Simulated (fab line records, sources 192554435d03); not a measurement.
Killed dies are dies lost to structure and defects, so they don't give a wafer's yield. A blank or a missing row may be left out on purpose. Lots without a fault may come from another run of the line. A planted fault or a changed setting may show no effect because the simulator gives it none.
fab line records | flow n5_finfet
record lots=6 wafers=18 last_day=17
route steps=1938 shown BEOL_M7@1269 PASSIVATION@1936
lots that met no fault: from a run of the same line without faults
start_h: hours from the record's first day to the start of the lot's first wafer shown | wait_h: hours since the lot's step before | " the same as in the row above | L1.1+2: a row that stands for several wafers | - no value, or no start given | * or withheld: withheld | < > ~ a bound
route shown NAME@n: a module of which the file shows steps, and the number in the route of the first | usual: mean/standard deviation of fault-free wafers | same: alike in all rows | chamber/n: place in a boat | sites: the reading at each site | _std_site: their standard deviation | _edge_site: outer sites' mean less inner sites' | radius_mm: how far each site lies from the wafer's centre | mask NAME#n: copy n | behind: the tool/chamber that last shaped the wafer | hold: why the lot was held/for how many hours/how that ended | device: the transistor (n, p or np) that didn't switch | end of line: the same wafers' tests at the end of the route | a step without rows: its recipe alone | killed: dies lost to structure and defects at the first sort, not the wafer's yield | map: a wafer's dies, x killed, . not, _ none there
set.NAME: the setting as run; set.NAME@STEP: as run at that earlier step | model.NAME: the simulator's own value behind a step, which no gauge read
lots at some steps of the route; a table a step, a row a wafer
services: from which hour (start_h, from the record's first day; less than 0 if before it) a tool's chamber was out of use, for how many hours, and why
## steps
# step N5_BEOL_M7_COAT_60
# recipe resist=SiARC temp_c=220 time_s=60 spin_rpm=1500 resist_thk_nm=35
# step N5_BEOL_M7_COAT_05
# recipe resist=CAR-ArF spin_rpm=1500 resist_thk_nm=90
# step N5_BEOL_M7_EBR_07
# recipe solvent=PGMEA ebr_width_mm=1.5
# step N5_BEOL_M7_SOFTBAKE_06
# recipe temp_c=110 time_s=60 resist=CAR-ArF
# step N5_BEOL_M7_EXPOSE_08
# recipe mask_id=M7 na=1.35 source_shape=dipole sigma_inner=0.817 sigma_outer=0.97 polarization=te dose_mj=68.25
# step N5_BEOL_M7_PEB_09
# recipe peb_temp_c=withheld peb_time_s=60 resist=CAR-ArF
# step N5_BEOL_M7_DEVELOP_10
# recipe develop_time_s=30 developer=TMAH resist=CAR-ArF rinse_liquid=diw dry=air_spin dev_temp_c=23
# step N5_BEOL_M7_CD_MEAS_11
# recipe target_cd_nm=38.5 landing_energy_ev=500 detector=se_inlens polarity=opening
# usual cd_nm=38.6/0.52
# same landing_energy_ev=500
# columns lot.wafer tool chamber start_h wait_h cd_nm
L314.3 cd_sem-03 0 215.25 - 38.6
L314.5 " 0 " " 38.8
L314.6 " 0 " " 39.1
L319.3 cd_sem-03 0 244.00 - 39.3
L319.4 " 0 " " 38.5
L319.6 " 0 " " 38.4
L320.3 cd_sem-02 0 245.34 - 38.9
L320.5 " 0 " " 38.2
L320.6 " 0 " " 37.9
L322.2 cd_sem-01 0 269.32 - 38.5
L322.5 " 0 " " 39.3
L322.6 " 0 " " 39.3
L329.1 cd_sem-03 0 305.42 - 38.5
L329.3 " 0 " " 38.2
L329.5 " 0 " " 37.8
L332.3 cd_sem-03 0 332.66 - 37.5
L332.4 " 0 " " 38.3
L332.5 " 0 " " 37.9
# step N5_BEOL_M7_OVL_MEAS_12
# recipe points_per_wafer=44
# usual M7_OVL=0.3/0.63
# columns lot.wafer tool chamber start_h wait_h M7_OVL[nm]
L314.3 overlay-02 0 215.28 0.0 -0.4
L314.5 " 0 " " -0.2
L314.6 " 0 " " 0.6
L319.3 overlay-02 0 244.03 0.0 -0.4
L319.4 " 0 " " -0.5
L319.6 " 0 " " 0.5
L320.3 overlay-01 0 245.37 0.0 0.4
L320.5 " 0 " " 0.3
L320.6 " 0 " " 0.3
L322.2 overlay-01 0 269.35 0.0 0.8
L322.5 " 0 " " 1.9
L322.6 " 0 " " 1.1
L329.1 overlay-01 0 305.45 0.0 0.2
L329.3 " 0 " " -0.1
L329.5 " 0 " " -0.4
L332.3 overlay-01 0 332.69 0.0 0.3
L332.4 " 0 " " 0.4
L332.5 " 0 " " 0.2
# step N5_BEOL_M7_INSPECT_13
# recipe mode=adi inspect_instrument=brightfield
# usual raw_defect_count=412/93
# columns lot.wafer tool chamber start_h wait_h raw_defect_count
L314.3 defect_inspect-02 - 215.30 0.0 439
L314.5 " - " " 391
L314.6 " - " " 470
L319.3 defect_inspect-01 - 244.05 0.0 459
L319.4 " - " " 314
L319.6 " - " " 466
L320.3 defect_inspect-01 - 245.39 0.0 308
L320.5 " - " " 448
L320.6 " - " " 530
L322.2 defect_inspect-01 - 269.38 0.0 603
L322.5 " - " " 446
L322.6 " - " " 512
L329.1 defect_inspect-01 - 305.48 0.0 394
L329.3 " - " " 464
L329.5 " - " " 471
L332.3 defect_inspect-01 - 332.71 0.0 330
L332.4 " - " " 574
L332.5 " - " " 531
# step N5_BEOL_M7_DESCUM_16
# recipe chemistry=O2 time_s=7.9 source_power_w=50 bias_power_w=20 pressure_mtorr=20 rf_frequency_hz=2.712e+07 temp_c=40 resist=CAR-ArF o2_flow_sccm=225
# usual drypump_motor_current_A=5.6/0.55 oes_product_au=0.82/0.11 rf_vpp_V=243.2/1.4 showerhead_plenum_p_Torr=2.09/0.082 throttle_valve_pct=20.34/0.28
# same time_s=7.9
# columns lot.wafer tool chamber start_h wait_h drypump_motor_current_A oes_product_au rf_hours_counter_h rf_vpp_V showerhead_plenum_p_Torr throttle_valve_pct
L314.3 rie_diel-03 3 215.33 0.0 5.4 0.93 11 241.8 2.06 20.41
L314.5 " 3 " " 5.4 0.94 - 243.4 2.06 20.44
L314.6 " 1 " " 4.9 0.85 - 245.3 2.20 20.62
L319.3 rie_diel-03 0 244.14 0.1 5.6 0.95 8 242.7 2.06 20.37
L319.4 " 1 " " 4.9 0.83 69 244.6 2.20 20.66
L319.6 " 3 " " 5.4 0.93 - 242.2 2.06 20.43
L320.3 rie_diel-03 0 245.50 0.1 5.7 0.95 9 240.4 2.06 20.35
L320.5 " 0 " " 5.7 0.94 - 242.2 2.06 20.37
L320.6 " 3 " " 5.4 0.93 - 241.1 2.06 20.43
L322.2 rie_diel-05 1 269.41 0.0 5.8 0.95 9 246.1 2.24 20.05
L322.5 " 0 " " 5.5 0.85 - 242.5 2.11 19.87
L322.6 " 3 " " 5.0 0.92 - 242.9 2.03 19.62
L329.1 rie_diel-04 0 305.61 0.1 5.1 0.67 249 242.2 1.97 20.35
L329.3 " 1 " " 5.0 0.67 206 242.5 1.99 20.50
L329.5 " 1 " " 5.0 0.68 - 240.5 1.99 20.51
L332.3 rie_diel-04 1 332.85 0.1 5.0 0.67 218 242.1 1.99 20.52
L332.4 " 2 " " 6.3 0.97 - 242.2 2.06 20.51
L332.5 " 1 " " 5.0 0.67 - 240.6 1.99 20.54
# step N5_BEOL_M7_ETCH_61
# recipe chemistry=CF4 target=SiARC target_depth_a=455 mask_material=CAR-ArF time_s=75.8 ion_energy_ev=80 pressure_mtorr=40 source_w=545 bias_w=36 Ar_flow_sccm=100 cf4_flow_sccm=100 ends=cleared
# usual cf4_flow_sccm=100.1/0.32 drypump_motor_current_A=5.6/0.55 etch_rf_on_time_s=75.0/2 oes_product_au=0.71/0.091 rf_fwd_power_W=538.8/2.4 rf_vpp_V=184.1/1.3 showerhead_plenum_p_Torr=2.14/0.077 throttle_valve_pct=15.49/0.25
# columns lot.wafer tool chamber start_h wait_h cf4_flow_sccm drypump_motor_current_A etch_rf_on_time_s oes_product_au rf_fwd_power_W rf_hours_counter_h rf_vpp_V showerhead_plenum_p_Torr throttle_valve_pct
L314.3 rie_diel-03 3 215.37 0.0 100.3 5.4 73.0 0.80 539.7 11 182.6 2.11 15.49
L314.5 " 3 " " 100.3 5.4 73.1 0.81 539.3 - 183.4 2.11 15.50
L314.6 " 1 " " 100.2 4.9 75.3 0.72 537.5 - 185.2 2.25 15.75
L319.3 rie_diel-03 0 244.17 0.0 100.0 5.6 73.3 0.82 542.1 8 185.0 2.10 15.40
L319.4 " 1 " " 100.6 4.9 74.9 0.72 535.4 69 186.8 2.25 15.78
L319.6 " 3 " " 99.9 5.4 72.0 0.80 540.7 - 184.5 2.10 15.51
L320.3 rie_diel-03 0 245.53 0.0 100.1 5.7 72.4 0.82 541.5 9 184.2 2.10 15.39
L320.5 " 0 " " 100.4 5.7 73.4 0.81 538.5 - 182.9 2.10 15.40
L320.6 " 3 " " 100.3 5.4 72.2 0.79 543.1 - 182.3 2.10 15.51
L322.2 rie_diel-05 1 269.45 0.0 100.1 5.8 78.1 0.81 542.4 9 186.2 2.27 15.11
L322.5 " 0 " " 99.8 5.5 75.5 0.72 535.2 - 184.1 2.16 15.14
L322.6 " 3 " " 100.2 5.0 72.8 0.81 540.7 - 184.5 2.09 14.93
L329.1 rie_diel-04 0 305.65 0.0 100.2 5.1 75.0 0.58 540.1 249 180.8 2.02 15.62
L329.3 " 1 " " 99.5 5.0 77.6 0.59 537.9 206 182.1 2.04 15.69
L329.5 " 1 " " 100.2 5.0 78.0 0.59 538.9 - 182.9 2.04 15.68
L332.3 rie_diel-04 1 332.89 0.0 100.0 5.0 78.2 0.58 539.3 218 184.5 2.04 15.73
L332.4 " 2 " " 99.8 6.2 72.2 0.85 542.6 - 184.2 2.10 15.54
L332.5 " 1 " " 100.6 5.0 78.1 0.57 539.2 - 183.1 2.04 15.72
# step N5_BEOL_M7_ETCH_62
# recipe chemistry=N2/H2 target=SOC target_depth_a=1100 overetch_a=220 mask_material=SiARC temp_c=40 time_s=165 ion_energy_ev=200 pressure_mtorr=30 source_w=840 bias_w=150 n2_flow_sccm=200 h2_flow_sccm=200
# usual drypump_motor_current_A=5.6/0.55 h2_flow_sccm=200.0/0.61 oes_product_au=0.70/0.082 rf_fwd_power_W=837.6/3 rf_vpp_V=523.9/2.8 showerhead_plenum_p_Torr=2.54/0.1 throttle_valve_pct=17.7/0.32
# same time_s=165
# columns lot.wafer tool chamber start_h wait_h drypump_motor_current_A h2_flow_sccm oes_product_au rf_fwd_power_W rf_hours_counter_h rf_vpp_V showerhead_plenum_p_Torr throttle_valve_pct model.SiARC_of_BEOL_M7_COAT_60.thk_nm
L314.3 rie_diel-03 3 215.42 0.0 5.5 200.3 0.79 838.9 12 522.9 2.49 17.8 28.2
L314.5 " 3 " " 5.4 200.3 0.79 838.1 - 522.3 2.49 17.8 28.2
L314.6 " 1 " " 4.9 199.8 0.71 832.4 - 528.6 2.69 18.1 28.4
L319.3 rie_diel-03 0 244.23 0.0 5.6 199.9 0.80 835.7 8 522.5 2.48 17.6 28.2
L319.4 " 1 " " 4.9 200.0 0.69 841.3 69 527.5 2.69 18.2 28.4
L319.6 " 3 " " 5.4 200.7 0.77 1043.1 - 487.0 2.49 17.8 27.4
L320.3 rie_diel-03 0 245.59 0.0 5.7 201.1 0.79 843.3 9 522.1 2.48 17.6 28.2
L320.5 " 0 " " 5.6 200.5 0.80 841.5 - 521.9 2.48 17.6 28.2
L320.6 " 3 " " 5.4 200.5 0.77 1039.7 - 484.9 2.49 17.8 27.2
L322.2 rie_diel-05 1 269.50 0.0 5.8 199.7 0.80 837.3 9 527.8 2.73 17.6 28.8
L322.5 " 0 " " 5.5 199.9 0.71 834.5 - 524.3 2.56 17.1 28.4
L322.6 " 3 " " 5.0 201.3 0.78 839.8 - 521.3 2.48 17.1 28.4
L329.1 rie_diel-04 0 305.70 0.0 5.1 199.7 0.57 837.7 249 520.1 2.39 17.8 28
L329.3 " 1 " " 5.0 200.1 0.59 838.7 206 520.5 2.41 17.9 28.6
L329.5 " 1 " " 5.0 199.6 0.59 841.5 - 519.9 2.41 17.9 28.8
L332.3 rie_diel-04 1 332.94 0.0 5.0 200.9 0.59 839.7 218 521.7 2.40 17.9 28.6
L332.4 " 2 " " 6.3 200.2 0.81 840.9 - 522.6 2.50 17.9 28.2
L332.5 " 1 " " 5.0 199.9 0.59 839.1 - 521.2 2.40 17.9 28.6
# step N5_BEOL_M7_STRIP_68
# recipe chemistry=N2/H2 temp_c=40 n2_flow_sccm=200 h2_flow_sccm=200 rf_frequency_hz=6e+07
# step N5_PASSIVATION_PROBE_49
# usual defect_limited_yield=91.5/1.6 killed_at_M0_to_M3=33/10 killed_at_M4_up=13/5.6 killed_at_contacts=13/6 killed_at_front_end=39/12 killed_at_other=3.0/2.8 killed_dies=101/19 killed_open=65/13 killed_short=32/8.3 sort_bin_5_function=5.0/1 sort_bin_6_memory=3.1/0.69 sort_n_pass=1079/19 sort_yield_pct=91.5/1.6
# same gross_dies=1180 killed_at_back_side=0 sort_bin_4_leakage[%]=0 sort_bin_8_speed[%]=0
# columns lot.wafer tool chamber start_h wait_h defect_limited_yield[%] killed_at_M0_to_M3 killed_at_M4_up killed_at_contacts killed_at_front_end killed_at_other killed_dies killed_open killed_short sort_bin_5_function[%] sort_bin_6_memory[%] sort_n_pass sort_yield_pct[%]
L319.3 prober-02 - 323.71 0.1 91.3 29 21 19 33 1 103 70 30 6.3 2.0 1077 91.3
L319.4 prober-02 - 323.76 0.2 89.2 47 5 25 46 4 127 80 40 6.5 3.1 1053 89.2
L319.6 prober-02 - 323.86 0.3 90.0 23 13 31 51 0 118 72 35 5.8 3.0 1062 90.0
L320.3 prober-01 - 327.29 0.1 91.5 22 17 10 51 0 100 57 32 5.0 2.5 1080 91.5
L320.5 prober-01 - 327.39 0.2 92.1 26 8 10 47 2 93 60 31 4.7 2.8 1087 92.1
L320.6 prober-01 - 327.44 0.3 90.2 26 16 14 59 1 116 71 41 5.2 4.1 1064 90.2
L322.2 prober-01 - 346.87 0.1 93.1 40 5 8 28 0 81 53 25 4.1 2.6 1099 93.1
L322.5 prober-01 - 347.02 0.2 92.8 21 7 8 49 0 85 53 31 4.0 3.0 1095 92.8
L322.6 prober-01 - 347.07 0.3 91.8 28 15 11 43 0 97 66 29 4.7 3.3 1083 91.8
L329.1 prober-01 - 381.26 0.0 89.9 38 20 12 46 3 119 85 33 6.1 3.6 1061 89.9
L329.3 prober-01 - 381.36 0.1 92.5 47 9 6 24 2 88 55 28 4.0 3.1 1092 92.5
L329.5 prober-01 - 381.46 0.2 91.6 38 11 21 28 1 99 66 30 5.5 2.5 1081 91.6
L332.3 prober-02 - 414.92 0.1 92.0 22 13 6 46 7 94 53 36 4.7 2.6 1086 92.0
L332.4 prober-02 - 414.97 0.2 92.8 32 10 4 38 1 85 54 31 3.9 2.8 1095 92.8
L332.5 prober-02 - 415.02 0.2 93.6 25 7 4 34 5 75 41 31 4.7 1.4 1105 93.6
# killed by level:class
L319.3 BEOL_M4:geometric_particle:open=15 MOL_CONTACT_COAG:geometric_particle:open=15 BEOL_M0_SAQP:geometric_particle:open=11 FIN_SAQP:geometric_particle:short=9 STI_FIN_REVEAL:geometric_particle:open=7 BEOL_M0_SAQP:geometric_particle:short=6 BEOL_M3:geometric_particle:open=6 FIN_SAQP:geometric_particle:open=5
L319.4 MOL_CONTACT_COAG:geometric_particle:open=23 BEOL_M0_SAQP:geometric_particle:open=10 FIN_SAQP:geometric_particle:short=9 BEOL_M3:geometric_particle:open=9 BEOL_M0_SAQP:geometric_particle:short=7 GATE_CUT:geometric_particle:short=6 STARTING-WAFER:geometric_particle:open=6 HKMG_FIN:area_etch=6
L319.6 MOL_CONTACT_COAG:geometric_particle:open=22 HKMG_FIN:area_etch=10 BEOL_M4:geometric_particle:open=9 DUMMY_GATE:geometric_particle:open=8 MOL_CONTACT_COAG:geometric_particle:short=8 FIN_SAQP:geometric_particle:short=7 FIN_SAQP:geometric_particle:open=6 GATE_CUT:geometric_particle:short=6
L320.3 DUMMY_GATE:geometric_particle:open=12 HKMG_FIN:area_etch=8 STI_FIN_REVEAL:geometric_particle:open=7 FIN_SAQP:geometric_particle:short=6 MOL_CONTACT_COAG:geometric_particle:open=6 BEOL_M0_SAQP:geometric_particle:short=6 BEOL_M1:geometric_particle:open=6 GATE_CUT:geometric_particle:short=5
L320.5 STI_FIN_REVEAL:geometric_particle:open=16 FIN_SAQP:geometric_particle:open=10 FIN_SAQP:geometric_particle:short=6 MOL_CONTACT_COAG:geometric_particle:open=6 BEOL_M3:geometric_particle:open=6 BEOL_M0_SAQP:geometric_particle:short=5 STI_FIN_REVEAL:geometric_particle:short=4 STARTING-WAFER:geometric_particle:short=4
L320.6 STI_FIN_REVEAL:geometric_particle:open=18 FIN_SAQP:geometric_particle:short=13 MOL_CONTACT_COAG:geometric_particle:open=11 DUMMY_GATE:geometric_particle:open=7 BEOL_M0_SAQP:geometric_particle:short=7 FIN_SAQP:geometric_particle:open=5 STI_FIN_REVEAL:geometric_particle:short=5 BEOL_M2:geometric_particle:open=5
L322.2 BEOL_M0_SAQP:geometric_particle:open=10 FIN_SAQP:geometric_particle:open=9 BEOL_M0_SAQP:geometric_particle:short=8 MOL_CONTACT_COAG:geometric_particle:open=7 BEOL_M1:geometric_particle:short=5 BEOL_M2:geometric_particle:open=5 BEOL_M1:geometric_particle:open=4 FIN_SAQP:geometric_particle:short=3
L322.5 FIN_SAQP:geometric_particle:short=12 FIN_SAQP:geometric_particle:open=11 MOL_CONTACT_COAG:geometric_particle:open=8 BEOL_M0_SAQP:geometric_particle:short=6 GATE_CUT:geometric_particle:open=6 BEOL_M1:geometric_particle:open=5 BEOL_M3:geometric_particle:open=5 DUMMY_GATE:geometric_particle:open=4
L322.6 FIN_SAQP:geometric_particle:open=16 MOL_CONTACT_COAG:geometric_particle:open=11 FIN_SAQP:geometric_particle:short=10 STI_FIN_REVEAL:geometric_particle:open=6 BEOL_M0_SAQP:geometric_particle:open=5 BEOL_M0_SAQP:geometric_particle:short=5 BEOL_M1:geometric_particle:open=5 BEOL_M2:geometric_particle:open=5
L329.1 BEOL_M4:geometric_particle:open=13 FIN_SAQP:geometric_particle:open=10 BEOL_M3:geometric_particle:open=9 FIN_SAQP:geometric_particle:short=8 MOL_CONTACT_COAG:geometric_particle:open=8 BEOL_M0_SAQP:geometric_particle:open=7 BEOL_M1:geometric_particle:open=7 STI_FIN_REVEAL:geometric_particle:open=6
L329.3 BEOL_M0_SAQP:geometric_particle:short=13 BEOL_M0_SAQP:geometric_particle:open=11 BEOL_M2:geometric_particle:open=8 BEOL_M3:geometric_particle:open=7 BEOL_M1:geometric_particle:open=6 FIN_SAQP:geometric_particle:short=4 STARTING-WAFER:geometric_particle:open=4 STI_FIN_REVEAL:geometric_particle:open=3
L329.5 MOL_CONTACT_COAG:geometric_particle:open=18 BEOL_M1:geometric_particle:open=9 BEOL_M3:geometric_particle:open=9 FIN_SAQP:geometric_particle:short=8 BEOL_M2:geometric_particle:open=5 BEOL_M0_SAQP:geometric_particle:open=4 BEOL_M4:geometric_particle:open=4 FIN_SAQP:geometric_particle:open=3
L332.3 FIN_SAQP:geometric_particle:short=13 STI_FIN_REVEAL:geometric_particle:open=13 BEOL_M4:geometric_particle:open=7 FIN_SAQP:geometric_particle:open=6 BEOL_M1:geometric_particle:open=5 MOL_CONTACT_COAG:geometric_particle:open=4 BEOL_M3:geometric_particle:open=4 BEOL_M2:geometric_particle:open=3
L332.4 FIN_SAQP:geometric_particle:short=10 BEOL_M3:geometric_particle:open=10 FIN_SAQP:geometric_particle:open=8 BEOL_M1:geometric_particle:open=6 BEOL_M4:geometric_particle:open=5 STI_FIN_REVEAL:geometric_particle:open=5 BEOL_M0_SAQP:geometric_particle:short=4 BEOL_M3:geometric_particle:short=4
L332.5 FIN_SAQP:geometric_particle:short=8 BEOL_M2:geometric_particle:open=7 DUMMY_GATE:geometric_particle:open=6 GATE_CUT:geometric_particle:short=6 FIN_SAQP:geometric_particle:open=5 MOL_CONTACT_COAG:geometric_particle:open=4 BEOL_M0_SAQP:geometric_particle:open=4 BEOL_M3:geometric_particle:open=4
## services
# columns tool chamber start_h hours kind
rie_diel-03 0 193.33 - clean
rie_diel-03 0 193.33 - consumable_replace:focus_ring
rie_diel-03 0 193.33 26.6 scheduled_down
rie_diel-03 0 193.33 26.6 vent_cycle
rie_diel-05 1 212.43 - clean
rie_diel-05 1 212.43 - consumable_replace:focus_ring
rie_diel-05 1 212.43 - consumable_replace:showerhead
rie_diel-05 1 212.43 30.8 scheduled_down
rie_diel-05 1 212.43 30.8 vent_cycle
rie_diel-05 2 243.42 - clean
rie_diel-05 2 243.42 - consumable_replace:focus_ring
rie_diel-05 2 243.42 18.1 scheduled_down
rie_diel-05 2 243.42 18.1 vent_cycle
rie_diel-04 2 287.02 - clean
rie_diel-04 2 287.02 - consumable_replace:focus_ring
rie_diel-04 0 309.21 - clean
rie_diel-04 0 309.21 - consumable_replace:esc
rie_diel-04 0 309.21 - consumable_replace:focus_ring
rie_diel-04 0 309.21 - consumable_replace:showerhead
rie_diel-04 0 309.21 25.9 scheduled_down
rie_diel-04 0 309.21 25.9 vent_cycle
## key
first_sign step=N5_BEOL_M7_ETCH_62 reading=rf_fwd_power_W direction=up sigmas=68 usual=* struck=*
effect step=N5_BEOL_M7_ETCH_62 reading=rf_vpp_V direction=down sigmas=13 usual=523.9 struck=485.9
model_effect step=N5_BEOL_M7_ETCH_62 value=SiARC_of_BEOL_M7_COAT_60.thk_nm without=28.1 struck=27.3
met_at N5_BEOL_M7_ETCH_62
struck_wafers L319.6,L320.6
baseline_loss step=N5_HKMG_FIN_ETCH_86 wafers=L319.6
onset_between 215.42 244.23
fault kind=process_parameter_drift tool=rie_diel-03 chamber=3 onset_h=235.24 steps=N5_BEOL_M7_ETCH_62 channel=source_w offset=201.6 shape=step end_h=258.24 acts_in=these_recipes_only stated=840
# baseline_loss: these wafers lose ten dies or more at that step, a loss of the line's own and not of a fault; the sort's usual values leave them out
